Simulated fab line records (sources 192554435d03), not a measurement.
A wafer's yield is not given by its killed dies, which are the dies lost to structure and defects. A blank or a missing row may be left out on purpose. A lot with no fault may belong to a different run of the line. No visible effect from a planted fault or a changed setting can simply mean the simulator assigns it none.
Chamber matching | flow n5-finfet | N5_BEOL_M11_STRIP_19 on rie-diel-03 has 4 sister chambers
The step strips in O2. 20 wafers are shown with their chamber, then 10 later ones without.

## WAFERS, EACH WITH ITS CHAMBER
wafer  | chamber | drypump-motor-current-A (A) | throttle-valve-pct (%) | oes-product-au (a.u.)
L074.1 | 2       | 5.3                         | 16.54                  | 0.71
L074.2 | 0       | 5.9                         | 16.80                  | 0.68
L074.3 | 1       | 6.5                         | 16.97                  | 0.71
L076.1 | 2       | 5.3                         | 16.55                  | 0.70
L076.4 | 1       | 6.5                         | 17.00                  | 0.70
L076.5 | 1       | 6.5                         | 16.99                  | 0.70
L077.1 | 3       | 5.3                         | 16.90                  | 0.71
L077.3 | 1       | 6.5                         | 17.03                  | 0.69
L077.5 | 2       | 5.2                         | 16.55                  | 0.69
L082.2 | 2       | 5.3                         | 16.56                  | 0.70
L082.3 | 3       | 5.3                         | 16.91                  | 0.71
L082.5 | 1       | 6.5                         | 17.00                  | 0.70
L088.2 | 0       | 5.9                         | 16.33                  | 0.92
L088.3 | 3       | 5.3                         | 16.94                  | 0.71
L088.5 | 0       | 5.9                         | 16.34                  | 0.92
L089.1 | 1       | 6.5                         | 17.03                  | 0.69
L089.2 | 2       | 5.3                         | 16.61                  | 0.68
L089.3 | 3       | 5.3                         | 16.95                  | 0.69
L092.1 | 3       | 5.3                         | 16.96                  | 0.70
L092.2 | 0       | 5.9                         | 16.37                  | 0.90

SIGNATURES (means of the wafers above)
reading                 | chamber 0 | chamber 1 | chamber 2 | chamber 3 | scatter within a chamber
drypump-motor-current-A | 5.900     | 6.500     | 5.280     | 5.300     | 0.0224
throttle-valve-pct      | 16.4600   | 17.0033   | 16.5620   | 16.9320   | 0.101
oes-product-au          | 0.8550    | 0.6983    | 0.6960    | 0.7040    | 0.0514
Rule: a wafer's distance from a chamber is the root of the sum, over the readings, of the square of ((its reading less the chamber's mean) divided by the reading's scatter). The wafer belongs to the nearest chamber; if the next one is less than 2 further off, it can't be placed. How the scatter is found: for the shown wafers, subtract from each reading the mean of its chamber, square and add these, divide the total by (wafers less chambers), then take the root.

## WAFERS MISSING THEIR CHAMBER
wafer  | drypump-motor-current-A (A) | throttle-valve-pct (%) | oes-product-au (a.u.)
L092.4 | 5.9                         | 16.37                  | 0.89
L091.1 | 5.3                         | 16.93                  | 0.69
L091.3 | 6.5                         | 17.05                  | 0.68
L091.6 | 5.3                         | 16.95                  | 0.70
L094.2 | 5.3                         | 16.61                  | 0.69
L094.5 | 6.5                         | 17.04                  | 0.68
L094.6 | 5.9                         | 16.36                  | 0.88
L097.1 | 5.9                         | 16.37                  | 0.88
L097.2 | 5.3                         | 16.95                  | 0.71
L097.6 | 5.3                         | 16.96                  | 0.70

## WHICH CHAMBER EACH ONE RAN IN
wafer  | from the rows above | in truth
L092.4 | 0                   | 0
L091.1 | 3                   | 3
L091.3 | 1                   | 1
L091.6 | 3                   | 3
L094.2 | 2                   | 2
L094.5 | 1                   | 1
L094.6 | 0                   | 0
L097.1 | 0                   | 0
L097.2 | 3                   | 3
L097.6 | 3                   | 3
Placed correctly: 10 of 10. From these rows, 0 cannot be placed. 0 placed wrongly.
